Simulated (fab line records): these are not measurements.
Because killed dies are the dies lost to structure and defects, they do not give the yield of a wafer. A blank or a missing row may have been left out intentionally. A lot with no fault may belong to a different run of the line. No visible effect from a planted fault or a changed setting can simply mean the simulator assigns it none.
Comparing a struck lot with a sound one + flow n5Finfet + 15 out of 1938 route steps
Sound: these wafers, L945.1, L945.2, L945.6. The struck wafers were L958.1, L958.2, L958.6. At the end, the cause is stated.
Order at every step that has rows: each side's tool, ch and its chambers, its first start. Under that, the readings that differ: sound wafers + struck wafers + difference of the means + sigmas: that difference in standard deviations of wafers without a fault.
alike: readings with means less than 2 such deviations apart, plus words and numbers identical on both sides. not compared: withheld readings, readings lacking a value on some wafer, bounds such as >300 that could conceal the same value, and numbers that have no deviation in the record and whose values overlap.
The two part at a step that has a row with sigmas, a row that says differs or no value, or rows on one side only. When numbers do not overlap yet have no deviation, they are printed without sigmas and do not part them. A reading that every wafer of one side lacks parts them only if that side has two wafers or more.

N5_BEOL_M1_DESCUM_16: chemistry O2, time 7 s.
  sound on rieDiel-06 ch 0,2, day 7 05:31; struck on rieDiel-02 ch 0,2, day 10 11:04
  alike: chamberPressureMTorr, drypumpMotorCurrentA, oesProductAu, rfVppV, showerheadPlenumPTorr, throttleValvePct
  not compared: rfHoursCounterH
N5_BEOL_M1_ETCH_74: etches underlayer in N2/H2, target depth 6.5 nm, time 5.2 s.
  sound on rieDiel-06 ch 0,2, day 7 05:33; struck on rieDiel-02 ch 0,2, day 10 11:06
| reading           | sound             | struck            | difference | sigmas |
|-------------------|-------------------|-------------------|------------|--------|
| n2FlowSccm (sccm) | 199.9 201.4 199.7 | 198.8 199.6 198.7 | -1.3       | -3     |
  alike: biasW, chamberPressureMTorr, drypumpMotorCurrentA, etchRfOnTimeS, oesProductAu, rfVppV, showerheadPlenumPTorr, throttleValvePct
  not compared: rfHoursCounterH
N5_BEOL_M1_ETCH_63: etches SiARC in CF4, target depth 15.6 nm, time 26 s.
  sound on rieDiel-06 ch 0,2, day 7 05:34; struck on rieDiel-02 ch 0,2, day 10 11:07
  alike: biasW, chamberPressureMTorr, drypumpMotorCurrentA, etchRfOnTimeS, mfcArSccm, oesProductAu, rfVppV, showerheadPlenumPTorr, throttleValvePct
  not compared: rfHoursCounterH
then, 4 steps without rows for these wafers: N5_BEOL_M1_ETCH_64 (etches SOC in N2/H2, target depth 75 nm, overetch 15 nm, time 112.5 s); N5_BEOL_M1_STRIP_65 (strips in N2/H2); N5_BEOL_M1_STRIP_75 (strips in N2/H2); N5_BEOL_M1_STRIP_66 (strips in CF4).
N5_BEOL_M1_HM_OPEN_17: chemistry Cl2/BCl3, target TiN, target depth 20 nm, overetch 6 nm.
  sound on rieMetal-02 ch 0,1, day 7 05:46; struck on rieMetal-03 ch 0,1, day 10 11:19
  alike: biasW, chamberPressureMTorr, drypumpMotorCurrentA, mfcArSccm, oesProductAu, throttleValvePct
  not compared: rfHoursCounterH
N5_BEOL_M1_STRIP_19: strips in O2.
  sound on rieDiel-04 ch 1,2, day 7 05:58; struck on rieDiel-02 ch 0,1, day 10 11:25
| reading              | sound             | struck            | difference | sigmas |
|----------------------|-------------------|-------------------|------------|--------|
| throttleValvePct (%) | 16.54 16.51 16.52 | 17.04 16.74 17.04 | +0.42      | +2     |
  alike: chamberPressureMTorr, drypumpMotorCurrentA, oesProductAu, rfVppV, showerheadPlenumPTorr
  not compared: rfHoursCounterH
N5_BEOL_M1_CD_MEAS_18: pitch 36 nm, target cd 18 nm.
  struck on cdSem-02, day 10 11:29; sound on cdSem-01, day 7 06:02
  alike: cdNm
then, 2 steps without rows for these wafers: N5_BEOL_M1_COAT_67 (time 60 s, resist thk 60 nm); N5_BEOL_M1_COAT_68 (time 60 s, resist thk 12 nm).
N5_BEOL_M1_COAT_76: time 60 s, resist thk 5 nm.
  sound on lithoTrack-05 ch 0, day 7 06:04; struck on lithoTrack-03 ch 0, day 10 11:32
| reading               | sound                | struck               | difference | sigmas |
|-----------------------|----------------------|----------------------|------------|--------|
| heaterPowerTotalW (W) | 391.5 389.8 393.0    | 377.5 375.2 375.6    | -15.3      | -11    |
| plateTempC (C)        | 205.19 205.23 205.28 | 198.20 198.02 198.13 | -7.12      | -47    |
  alike: chillPlateTempC, exhaustPa
then, 1 step without rows for these wafers: N5_BEOL_M1_COAT_22 (resist thk 30 nm).
N5_BEOL_M4_RC_MEAS_101:
  sound on prober-01 ch 0, day 9 00:40; struck on prober-02 ch 0, day 11 21:37
  alike: DIBL_N, DIBL_P, IOFF_N, IOFF_P, ION_N, ION_P, SS_N, SS_P, VT_N, VT_P

== WHERE THEY PART ==
First at N5_BEOL_M1_ETCH_74; last, within this record, at N5_BEOL_M1_COAT_76. Later steps at which nothing parts them and some readings are alike: N5_BEOL_M4_RC_MEAS_101.

WHY: what the simulator had put in
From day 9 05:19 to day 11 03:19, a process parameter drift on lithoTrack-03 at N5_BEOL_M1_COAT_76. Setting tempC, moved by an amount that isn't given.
